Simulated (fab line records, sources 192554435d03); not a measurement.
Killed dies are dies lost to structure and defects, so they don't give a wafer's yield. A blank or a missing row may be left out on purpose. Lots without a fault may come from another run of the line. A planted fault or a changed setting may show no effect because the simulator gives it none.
Split-lot experiment | flow n5_finfet | 7 lots, 21 wafers read, on a route of 1938 steps

THE SPLIT
At N5_BEOL_M10_PECVD_70 (deposits SiO2 from TEOS/O2, target thk 20 nm, time 22.7 s), the setting time_s was moved away from the recipe's 22.7 s on 7 of the 21 wafers read, by -13.4% to +7.8%. The other wafers ran this setting at the recipe's value.

FROM THE SPLIT TO THE READING: what the file shows between them, 4 steps
- N5_BEOL_M10_COAT_59: time 60 s, resist thk 100 nm (also split here: temp_c)
- N5_BEOL_M10_COAT_60: time 60 s, resist thk 30 nm
- N5_BEOL_M10_COAT_05: resist thk 90 nm
- N5_BEOL_M10_STRIP_77: strips in N2/H2, time 10 s

THE READING
SiO2_of_BEOL_M10_PECVD_70.thk_nm (the simulator's own value, which no gauge read), in nm, at N5_BEOL_M10_HM_STRIP_39 (strips TiN in peroxide tin strip, target depth 25 nm, time 158 s). The file gives no usual value for it. The 14 wafers here that ran the recipe average 19.9 nm, standard deviation 0.27 nm.

wafer  | tool, chamber at the split | time_s as run, s | against the recipe | SiO2_of_BEOL_M10_PECVD_70.thk_nm, nm | against lot-mates on the recipe
L075.1 | pecvd-02, 0                | 22.7             | recipe             | 19.8                                 | -
L075.2 | pecvd-02, 2                | 22.7             | recipe             | 19.6                                 | -
L075.4 | pecvd-02, 1                | 22.7             | recipe             | 20.4                                 | -
L079.3 | pecvd-04, 0                | 19.65            | -13.4%             | 16.8                                 | -3.0
L079.4 | pecvd-04, 0                | 22.7             | recipe             | 19.6                                 | -
L079.5 | pecvd-04, 2                | 22.7             | recipe             | 20                                   | -
L086.2 | pecvd-03, 0                | 24.46            | +7.8%              | 21                                   | +1.0
L086.4 | pecvd-03, 2                | 22.7             | recipe             | 20                                   | -
L086.6 | pecvd-03, 0                | 22.7             | recipe             | 20                                   | -
L087.3 | pecvd-03, 0                | 22.7             | recipe             | 19.6                                 | -
L087.5 | pecvd-03, 1,2              | 19.89            | -12.4%             | 17.4                                 | -2.2
L087.6 | pecvd-03, 1,2              | 19.89            | -12.4%             | 17.4                                 | -2.2
L091.2 | pecvd-04, 0                | 21.29            | -6.2%              | 18.6                                 | -1.2
L091.3 | pecvd-04, 2                | 22.7             | recipe             | 19.8                                 | -
L091.4 | pecvd-04, 1                | 21.29            | -6.2%              | 19.2                                 | -0.6
L096.3 | pecvd-02, 1                | 22.7             | recipe             | 19.8                                 | -
L096.4 | pecvd-02, 0                | 22.7             | recipe             | 20.2                                 | -
L096.5 | pecvd-02, 2                | 21.58            | -4.9%              | 18.6                                 | -1.4
L095.1 | pecvd-04, 0                | 22.7             | recipe             | 19.8                                 | -
L095.4 | pecvd-04, 0                | 22.7             | recipe             | 20.4                                 | -
L095.5 | pecvd-04, 2                | 22.7             | recipe             | 20.2                                 | -
Where a row lists several chambers, the file gives one row for several wafers and doesn't say which wafer went through which chamber.

THE FIT
A straight line over all 21 wafers: SiO2_of_BEOL_M10_PECVD_70.thk_nm changes by +0.202 nm for each +1% of time_s; r = +0.96; the points scatter about the line by 0.31 nm.
The same after taking each lot's own level away (the mean of its wafers on the recipe; 21 wafers): +0.183 nm for each +1%; r = +0.96; scatter 0.3 nm.
On that fit, the largest move of time_s shifts the reading by 2.5 nm.
The lots' own levels span 19.60 to 20.13 nm, that is 2.0 times the standard deviation above.
So the lot-to-lot level changes the slope: the two fits differ.
Check: with one of the wafers moved furthest among these (-13.4%) left out of the fit, the line predicts -2.31 nm for it against its lot-mates. It came out at -3 nm against them.

OTHER SPLITS ON THESE WAFERS
These wafers also went through other splits before the reading. Each is held against what the fit with the lots' levels taken away leaves over:
other split on the same wafers | wafers away from the commonest value | r with SiO2_of_BEOL_M10_PECVD_70.thk_nm (lot level and that fit taken away)
N5_BEOL_M10_COAT_59 temp_c     | 7                                    | +0.05

THE WHOLE CHAIN: every reading that the file lists as answering this split, in the file's order
step                    | what it does                                                     | reading                                                                           | change (the file's fit)               | r (the file's)
N5_BEOL_M10_PECVD_70    | deposits SiO2 from TEOS/O2, target thk 20 nm, time 22.7 s        | SiO2_of_BEOL_M10_PECVD_70.thk_nm (the simulator's own value, which no gauge read) | +0.197 nm for each +1% of the setting | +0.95
N5_BEOL_M10_HM_STRIP_39 | strips TiN in peroxide tin strip, target depth 25 nm, time 158 s | SiO2_of_BEOL_M10_PECVD_70.thk_nm (the simulator's own value, which no gauge read) | +0.192 nm for each +1% of the setting | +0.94

THE FILE'S OWN FIT
SiO2_of_BEOL_M10_PECVD_70.thk_nm changes by +0.192 nm for each +1% of time_s, r = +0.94.
